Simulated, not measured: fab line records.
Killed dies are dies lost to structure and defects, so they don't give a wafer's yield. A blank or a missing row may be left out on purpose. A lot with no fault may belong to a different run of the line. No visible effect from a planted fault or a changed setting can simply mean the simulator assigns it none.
A lot that was struck, set against a sound lot :: flow n5-finfet :: 27 out of 1938 route steps
Sound: the wafers L740.4, L740.5, L740.6. Struck: wafer L734.6 (L734.1, L734.5, from the same lot, were not struck and are left out); the cause is given at the end.
Each step with rows lists, per side, the tool, then ch with its chambers, then its first start. Under that, the readings that differ: sound wafers :: struck wafers :: difference of the means :: sigmas: that difference in standard deviations of wafers without a fault.
alike: readings whose means differ by less than 2 such deviations, and words and numbers that are the same on both sides. not compared: withheld readings, readings that some wafer has no value for, bounds like >300 that may hide the same value, and numbers for which the record gives no deviation and whose values overlap.
The two part at a step that has a row with sigmas, a row that says differs or no value, or rows on one side only. Numbers that have no deviation but don't overlap get no sigmas and don't part them. Lack of a reading on every wafer of one side parts them only where that side has two or more wafers.

N5_STI_FIN_REVEAL_ALD_14: deposits Si3N4, target thk 3 nm.
  sound on ald-sin-01 ch 1,2, day 6 16:04; struck on ald-sin-03 ch 2, day 5 06:05
reading: heater-power-w (W)
sound: 721 826 719
struck: 884
difference: +129
sigmas: +2
then, 2 steps without rows for these wafers: N5_STI_FIN_REVEAL_FCVD_FILL_01 (material SiO2 flowable, target thk 312 nm, time 512.2 s); N5_STI_FIN_REVEAL_DENSIFY_02 (time 1800 s).
N5_STI_FIN_REVEAL_CMP_04: polishes, stops on Si3N4, t overpolish 4 s, target thk 131.83 nm.
  sound on cmp-04 ch 2,3, day 6 21:06; struck on cmp-04 ch 0, day 5 11:08
  alike: motor-current-A, overpolish-run-s, time-to-endpoint-s
N5_STI_FIN_REVEAL_THK_MEAS_05:
  sound on film-metro-01, day 6 21:23; struck on film-metro-01, day 5 11:25
  alike: thk-nm
then, 1 step without rows for these wafers: N5_STI_FIN_REVEAL_DENSIFY_30.
N5_STI_FIN_REVEAL_ETCHBACK_08: etches SiO2 in C4F6/O2, target depth 30.5 nm, time 10.167 s.
  sound on rie-diel-04 ch 0,3, day 6 21:40; struck on rie-diel-03 ch 0, day 5 11:43
  alike: drypump-motor-current-A, oes_o_777_au, oes-product-au, rf-fwd-power-W, rf-vpp-V, showerhead-plenum-p-Torr, throttle-valve-pct
  not compared: rf-hours-counter-h
N5_STI_FIN_REVEAL_STRIP_24: strips in N2/H2, time 90 s.
  sound on rie-diel-04 ch 0,3, day 6 21:41; struck on rie-diel-03 ch 0, day 5 11:45
  alike: bias-power-w, drypump-motor-current-A, oes-product-au, rf-vpp-V, showerhead-plenum-p-Torr, throttle-valve-pct
  not compared: rf-hours-counter-h
then, 4 steps without rows for these wafers: N5_STI_FIN_REVEAL_PRECLEAN_25 (cleans in SPM, time 90 s); N5_STI_FIN_REVEAL_PRECLEAN_26 (cleans in SC1, time 45 s); N5_STI_FIN_REVEAL_PRECLEAN_29 (cleans in DHF, time 30 s); N5_STI_FIN_REVEAL_SRD_12 (time 30 s).
N5_STI_FIN_REVEAL_RECESS_09: chemistry HF/NH3, target SiO2, afs cycles 11, target depth 42.5 nm, sublimation time 60 s.
  sound on vapor-etch-02 ch 0,1, day 6 22:26; struck on vapor-etch-01 ch 0, day 5 13:01
  alike: drypump-motor-current-A, foreline-p-Torr
then, 2 steps without rows for these wafers: N5_STI_FIN_REVEAL_STRIP_16 (strips SiNx in H3PO4, target depth 23.8 nm); N5_STI_FIN_REVEAL_PRECLEAN_17 (cleans in NF3:NH3, afs cycles 1, time 20 s, sublimation time 60 s).
N5_STI_FIN_REVEAL_ETCH_34: etches Si in H2, material Si, target depth 0.97 nm.
  sound on rie-si-02 ch 0,1,2, day 7 00:00; struck on rie-si-05 ch 2, day 5 14:05
  alike: drypump-motor-current-A, oes-product-au, rf-fwd-power-W, throttle-valve-pct
  not compared: rf-hours-counter-h
then, 7 steps without rows for these wafers: N5_STI_FIN_REVEAL_OXIDATION_31 (chemistry O2 PLASMA REMOTE, time 20 s); N5_STI_FIN_REVEAL_PRECLEAN_32 (cleans in NF3:NH3, afs cycles 1, time 20 s, sublimation time 60 s); N5_STI_FIN_REVEAL_STRIP_35 (strips Si3N4 in H3PO4, target depth 4 nm, time 39 s); N5_STI_FIN_REVEAL_SRD_21 (time 30 s); N5_STI_FIN_REVEAL_OXIDATION_33 (chemistry O2 PLASMA REMOTE, time 20 s); N5_STI_FIN_REVEAL_CLEAN_19 (cleans in O3/DIW, time 120 s); N5_STI_FIN_REVEAL_SRD_23 (time 30 s).
N5_STI_FIN_REVEAL_CD_MEAS_22: target cd 6.238 nm, pitch 28 nm.
  sound on cd-sem-03, day 7 00:35; struck on cd-sem-01, day 5 14:39
  alike: cd-nm
N5_STI_FIN_REVEAL_FIN_H_MEAS_10:
  sound on ocd-02, day 7 00:37; struck on ocd-02, day 5 14:41
reading: trench-depth-nm (nm)
sound: 51.3 50.7 51.5
struck: 40.4
difference: -10.8
sigmas: -12
then, 1 step without rows for these wafers: N5_STI_FIN_REVEAL_PRECLEAN_18 (cleans in SC2, time 45 s).
-- a jump in the record: the struck wafers' starts before and after are 11 days apart (it breaks off in module STI_FIN_REVEAL and resumes in module PASSIVATION, where the first step shown is number 1936 of the route) --
N5_PASSIVATION_PROBE_49:
  sound on prober-02, day 18 12:17; struck on prober-02, day 16 03:55
reading: killed-at-contacts
sound: 17 13 21
struck: 3
difference: -14
sigmas: -2
  alike: killed_at_M0_to_M3, killed_at_M4_up, killed-at-front-end, killed-at-other, killed-dies, killed-open, killed-short

== WHERE THEY PART ==
Last at N5_PASSIVATION_PROBE_49 as far as this record goes, first at N5_STI_FIN_REVEAL_ALD_14.

WHY: what the simulator had put in
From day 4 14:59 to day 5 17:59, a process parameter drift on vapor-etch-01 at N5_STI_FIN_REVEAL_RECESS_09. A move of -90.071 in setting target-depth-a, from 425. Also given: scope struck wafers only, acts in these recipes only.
